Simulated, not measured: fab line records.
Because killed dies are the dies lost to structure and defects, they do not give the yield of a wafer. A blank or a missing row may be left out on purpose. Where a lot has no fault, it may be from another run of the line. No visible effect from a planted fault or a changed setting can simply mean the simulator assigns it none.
Split-lot trial :: flow n5Finfet :: route with 1938 steps; 7 lots, 39 wafers read

== SPLIT DETAILS ==
At N5_HKMG_FIN_HK_ALD_01 (deposits HfO2, target thk 1.6 nm, pulse time 3 s, purge time 3 s), the setting aldCycles was moved away from the recipe's 30 on 18 of the 39 wafers read, by -46.7% to +30.0%. For the rest of the wafers, this setting stayed at what the recipe calls for.

== FROM THE SPLIT TO THE READING: what the file shows between them, 4 steps ==
- N5_HKMG_FIN_HK_ANNEAL_02: time 30 s
- N5_HKMG_FIN_ALD_74: deposits La2O3, target thk 0.5 nm, pulse time 6 s, co reactant pulse time 1 s
- N5_HKMG_FIN_WET_ETCH_82: etches La2O3 in dHCl, stops on HfO2, target depth 2 nm, rinse time 30 s
- N5_HKMG_FIN_ALD_36: deposits TiN, target thk 1 nm, pulse time 1 s, purge time 3 s

== THE READING ==
HK_THK, in nm, at N5_HKMG_FIN_THK_MEAS_70 (measures by xrf). On this fab line, fault-free wafers typically give 1.621 nm with a standard deviation of 0.021 nm.

wafer: L077.1
tool, chamber at the split: aldHk-02, 2,0,1
aldCycles as run: 30
against the recipe: recipe
HK_THK, nm: 1.661
against lot-mates on the recipe: -

wafer: L077.2
tool, chamber at the split: aldHk-02, 2,0,1
aldCycles as run: 30
against the recipe: recipe
HK_THK, nm: 1.621
against lot-mates on the recipe: -

wafer: L077.3
tool, chamber at the split: aldHk-02, 3,3,2
aldCycles as run: 25
against the recipe: -16.7%
HK_THK, nm: 1.370
against lot-mates on the recipe: -0.257

wafer: L077.4
tool, chamber at the split: aldHk-02, 2,0,1
aldCycles as run: 30
against the recipe: recipe
HK_THK, nm: 1.600
against lot-mates on the recipe: -

wafer: L077.5
tool, chamber at the split: aldHk-02, 3,3,2
aldCycles as run: 25
against the recipe: -16.7%
HK_THK, nm: 1.367
against lot-mates on the recipe: -0.260

wafer: L077.6
tool, chamber at the split: aldHk-02, 3,3,2
aldCycles as run: 25
against the recipe: -16.7%
HK_THK, nm: 1.372
against lot-mates on the recipe: -0.255

wafer: L079.1
tool, chamber at the split: aldHk-02, 2,3,1
aldCycles as run: 38
against the recipe: +26.7%
HK_THK, nm: 2.053
against lot-mates on the recipe: +0.412

wafer: L079.2
tool, chamber at the split: aldHk-02, 2,3,1
aldCycles as run: 38
against the recipe: +26.7%
HK_THK, nm: 2.080
against lot-mates on the recipe: +0.439

wafer: L079.3
tool, chamber at the split: aldHk-02, 2,3,1
aldCycles as run: 38
against the recipe: +26.7%
HK_THK, nm: 2.077
against lot-mates on the recipe: +0.436

wafer: L079.4
tool, chamber at the split: aldHk-02, 0,2,1
aldCycles as run: 30
against the recipe: recipe
HK_THK, nm: 1.637
against lot-mates on the recipe: -

wafer: L079.5
tool, chamber at the split: aldHk-02, 0,2,1
aldCycles as run: 30
against the recipe: recipe
HK_THK, nm: 1.634
against lot-mates on the recipe: -

wafer: L079.6
tool, chamber at the split: aldHk-02, 0,2,1
aldCycles as run: 30
against the recipe: recipe
HK_THK, nm: 1.651
against lot-mates on the recipe: -

wafer: L082.1
tool, chamber at the split: aldHk-02, 2,0,3
aldCycles as run: 30
against the recipe: recipe
HK_THK, nm: 1.641
against lot-mates on the recipe: -

wafer: L082.2
tool, chamber at the split: aldHk-02, 2,0,3
aldCycles as run: 30
against the recipe: recipe
HK_THK, nm: 1.584
against lot-mates on the recipe: -

wafer: L082.3
tool, chamber at the split: aldHk-02, 2,0,3
aldCycles as run: 30
against the recipe: recipe
HK_THK, nm: 1.652
against lot-mates on the recipe: -

wafer: L082.4
tool, chamber at the split: aldHk-02, 1,1,0
aldCycles as run: 39
against the recipe: +30.0%
HK_THK, nm: 2.098
against lot-mates on the recipe: +0.472

wafer: L082.5
tool, chamber at the split: aldHk-02, 1,1,0
aldCycles as run: 39
against the recipe: +30.0%
HK_THK, nm: 2.119
against lot-mates on the recipe: +0.493

wafer: L082.6
tool, chamber at the split: aldHk-02, 1,1,0
aldCycles as run: 39
against the recipe: +30.0%
HK_THK, nm: 2.029
against lot-mates on the recipe: +0.403

wafer: L089.1
tool, chamber at the split: aldHk-02, 2,1,0
aldCycles as run: 30
against the recipe: recipe
HK_THK, nm: 1.622
against lot-mates on the recipe: -

wafer: L089.2
tool, chamber at the split: aldHk-02, 3,1
aldCycles as run: 36
against the recipe: +20.0%
HK_THK, nm: 1.954
against lot-mates on the recipe: +0.343

wafer: L089.3
tool, chamber at the split: aldHk-02, 0
aldCycles as run: 36
against the recipe: +20.0%
HK_THK, nm: 1.881
against lot-mates on the recipe: +0.270

wafer: L089.4
tool, chamber at the split: aldHk-02, 2,1,0
aldCycles as run: 30
against the recipe: recipe
HK_THK, nm: 1.613
against lot-mates on the recipe: -

wafer: L089.5
tool, chamber at the split: aldHk-02, 2,1,0
aldCycles as run: 30
against the recipe: recipe
HK_THK, nm: 1.598
against lot-mates on the recipe: -

wafer: L089.6
tool, chamber at the split: aldHk-02, 3,1
aldCycles as run: 36
against the recipe: +20.0%
HK_THK, nm: 1.944
against lot-mates on the recipe: +0.333

wafer: L093.1
tool, chamber at the split: aldHk-03, 0,1,2
aldCycles as run: 16
against the recipe: -46.7%
HK_THK, nm: 0.888
against lot-mates on the recipe: -0.747

wafer: L093.2
tool, chamber at the split: aldHk-03, 3,2,1
aldCycles as run: 30
against the recipe: recipe
HK_THK, nm: 1.640
against lot-mates on the recipe: -

wafer: L093.3
tool, chamber at the split: aldHk-03, 3,2,1
aldCycles as run: 30
against the recipe: recipe
HK_THK, nm: 1.629
against lot-mates on the recipe: -

wafer: L093.4
tool, chamber at the split: aldHk-03, 0,1,2
aldCycles as run: 16
against the recipe: -46.7%
HK_THK, nm: 0.871
against lot-mates on the recipe: -0.764

wafer: L093.5
tool, chamber at the split: aldHk-03, 0,1,2
aldCycles as run: 16
against the recipe: -46.7%
HK_THK, nm: 0.863
against lot-mates on the recipe: -0.772

wafer: L093.6
tool, chamber at the split: aldHk-03, 3,2,1
aldCycles as run: 30
against the recipe: recipe
HK_THK, nm: 1.636
against lot-mates on the recipe: -

wafer: L094.4
tool, chamber at the split: aldHk-02, 0,0,3
aldCycles as run: 30
against the recipe: recipe
HK_THK, nm: 1.618
against lot-mates on the recipe: -

wafer: L094.5
tool, chamber at the split: aldHk-02, 0,0,3
aldCycles as run: 30
against the recipe: recipe
HK_THK, nm: 1.619
against lot-mates on the recipe: -

wafer: L094.6
tool, chamber at the split: aldHk-02, 0,0,3
aldCycles as run: 30
against the recipe: recipe
HK_THK, nm: 1.645
against lot-mates on the recipe: -

wafer: L097.1
tool, chamber at the split: aldHk-01, 0,1,1
aldCycles as run: 30
against the recipe: recipe
HK_THK, nm: 1.600
against lot-mates on the recipe: -

wafer: L097.2
tool, chamber at the split: aldHk-01, 3,2,2
aldCycles as run: 35
against the recipe: +16.7%
HK_THK, nm: 1.900
against lot-mates on the recipe: +0.302

wafer: L097.3
tool, chamber at the split: aldHk-01, 3,2,2
aldCycles as run: 35
against the recipe: +16.7%
HK_THK, nm: 1.863
against lot-mates on the recipe: +0.265

wafer: L097.4
tool, chamber at the split: aldHk-01, 0,1,1
aldCycles as run: 30
against the recipe: recipe
HK_THK, nm: 1.594
against lot-mates on the recipe: -

wafer: L097.5
tool, chamber at the split: aldHk-01, 0,1,1
aldCycles as run: 30
against the recipe: recipe
HK_THK, nm: 1.601
against lot-mates on the recipe: -

wafer: L097.6
tool, chamber at the split: aldHk-01, 3,2,2
aldCycles as run: 35
against the recipe: +16.7%
HK_THK, nm: 1.888
against lot-mates on the recipe: +0.290
The file does not say which wafer passed through which chamber wherever a row lists several chambers: such a row stands for several wafers.

THE FIT
A straight line over all 39 wafers: HK_THK changes by +0.0159 nm for each +1% of aldCycles; r = +1.00; the points scatter about the line by 0.025 nm.
The same after taking each lot's own level away (the mean of its wafers on the recipe; 39 wafers): +0.016 nm for each +1%; r = +1.00; scatter 0.022 nm.
That fit puts the effect of the largest move of aldCycles on the reading at 0.75 nm.
The span of the lots' own levels, 1.5983 to 1.6407 nm, comes to 2.0 times the standard deviation stated above.
Hence the lot-to-lot level has little effect on the slope; both slopes agree.
Check: with one of the wafers moved furthest among these (-46.7%) left out of the fit, the line predicts -0.749 nm for it against its lot-mates. Against them it came out at -0.747 nm.

== FURTHER SPLITS ON THESE WAFERS ==
Note: prior to the reading, these wafers also went through further splits. Each is held against what the fit with the lots' levels taken away leaves over:
other split on the same wafers: N5_PMOS_HMC_CHANNEL_EPI_HM_DEP_34 timeS
wafers away from the commonest value: 12
r with HK_THK (lot level and that fit taken away): +0.18

other split on the same wafers: N5_FIN_SAQP_HM_DEP_03 targetThkA
wafers away from the commonest value: 15
r with HK_THK (lot level and that fit taken away): +0.11

== THE WHOLE CHAIN: every reading that the file lists as answering this split, in the file's order ==
step: N5_HKMG_FIN_HK_ALD_01
what it does: deposits HfO2, target thk 1.6 nm, pulse time 3 s, purge time 3 s
reading: HfO2_of_HKMG_FIN_HK_ALD_01.thkNm (the simulator's own value, which no gauge read)
change (the file's fit): +0.0155 nm for each +1% of the setting
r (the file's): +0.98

step: N5_HKMG_FIN_THK_MEAS_70
what it does: measures by xrf
reading: HK_THK
change (the file's fit): +0.016 for each +1% of the setting
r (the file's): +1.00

== FILE'S OWN FIT ==
HK_THK changes by +0.016 nm for each +1% of aldCycles, r = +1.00.
